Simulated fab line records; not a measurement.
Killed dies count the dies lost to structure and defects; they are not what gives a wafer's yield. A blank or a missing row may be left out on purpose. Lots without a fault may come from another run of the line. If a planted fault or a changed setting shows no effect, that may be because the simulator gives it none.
One fault through the eyes of 2 desks / flow n5 finfet / every desk sees just its own numbers, and what lay behind them comes last

THE TOOL OWNER'S DESK: pvd sputter-03
The tool's own readings at N5_BEOL_M4_ANNEAL_91 (time 240 s): means of the sampled wafers that have a number, for each lot that ran on this tool. Any lot whose mean is over 4 standard deviations away from the usual mean is out of limits and marked OUT; that distance is given in the brackets.
Columns: A = heater power w at N5_BEOL_M4_ANNEAL_91, usual 859 W; B = susceptor temp C at N5_BEOL_M4_ANNEAL_91, usual 399.94 C
lot=L714; first seen here=day 8 03:30; A=849; B=400.13
lot=L718; first seen here=day 9 02:38; A=892; B=400.17
lot=L730; first seen here=day 12 15:26; A=879; B=399.74
lot=L732; first seen here=day 12 18:16; A=911; B=399.95
lot=L733; first seen here=day 13 12:15; A=893; B=400.05
Finding of this desk: none of the 5 lots has anything out of limits.

FROM THE METROLOGY DESK
What the gauges read, lot by lot, whatever tool the lot ran on: means of the sampled wafers that have a number. Any lot whose mean is over 4 standard deviations away from the usual mean is out of limits and marked OUT; that distance is given in the brackets. 7 of its 10 readings are shown, namely those furthest out on some lot.
Columns: A = DIBL_N at N5_BEOL_M4_RC_MEAS_101, usual 36.2 mV/V; B = DIBL_P at N5_BEOL_M4_RC_MEAS_101, usual 36.2 mV/V; C = IOFF_N at N5_BEOL_M4_RC_MEAS_101, usual 0.16 nA/um; D = IOFF_P at N5_BEOL_M4_RC_MEAS_101, usual 0.21 nA/um; E = ION_N at N5_BEOL_M4_RC_MEAS_101, usual 673 uA/um; F = ION_P at N5_BEOL_M4_RC_MEAS_101, usual 462 uA/um; G = VT_N at N5_BEOL_M4_RC_MEAS_101, usual 250 mV
lot=L712; first seen here=day 7 14:49; A=37.1; B=36.7; C=0.16; D=0.20; E=665; F=454; G=252
lot=L714; first seen here=day 8 05:29; A=35.0; B=36.6; C=0.16; D=0.22; E=674; F=472; G=250
lot=L718; first seen here=day 9 04:19; A=36.1; B=38.0; C=0.17; D=0.21; E=675; F=456; G=250
lot=L721; first seen here=day 10 17:28; A=37.9; B=38.4; C=0.18; D=0.24; E=685; F=466; G=248
lot=L722; first seen here=day 10 21:37; A=37.5; B=36.9; C=0.17; D=0.22; E=671; F=459; G=250
lot=L723; first seen here=day 11 00:17; A=34.4; B=33.5; C=0.12; D=0.18; E=661; F=455; G=252
lot=L730; first seen here=day 12 17:07; A=32.4; B=31.7; C=0.10; D=0.14; E=650; F=449; G=257
lot=L732; first seen here=day 12 20:08; A=35.4; B=36.0; C=0.14; D=0.19; E=671; F=458; G=252
lot=L733; first seen here=day 13 14:12; A=37.0; B=35.4; C=0.14; D=0.22; E=672; F=464; G=250
lot=L734; first seen here=day 13 15:37; A=36.4; B=35.9; C=0.15; D=0.21; E=671; F=458; G=251
Finding of this desk: none of the 10 lots has anything out of limits.

TAKEN TOGETHER
The desk of the tool owner found nothing out of limits.
At the metrology desk, nothing out of limits was observed.

WHAT THE SIMULATOR HAD INSERTED
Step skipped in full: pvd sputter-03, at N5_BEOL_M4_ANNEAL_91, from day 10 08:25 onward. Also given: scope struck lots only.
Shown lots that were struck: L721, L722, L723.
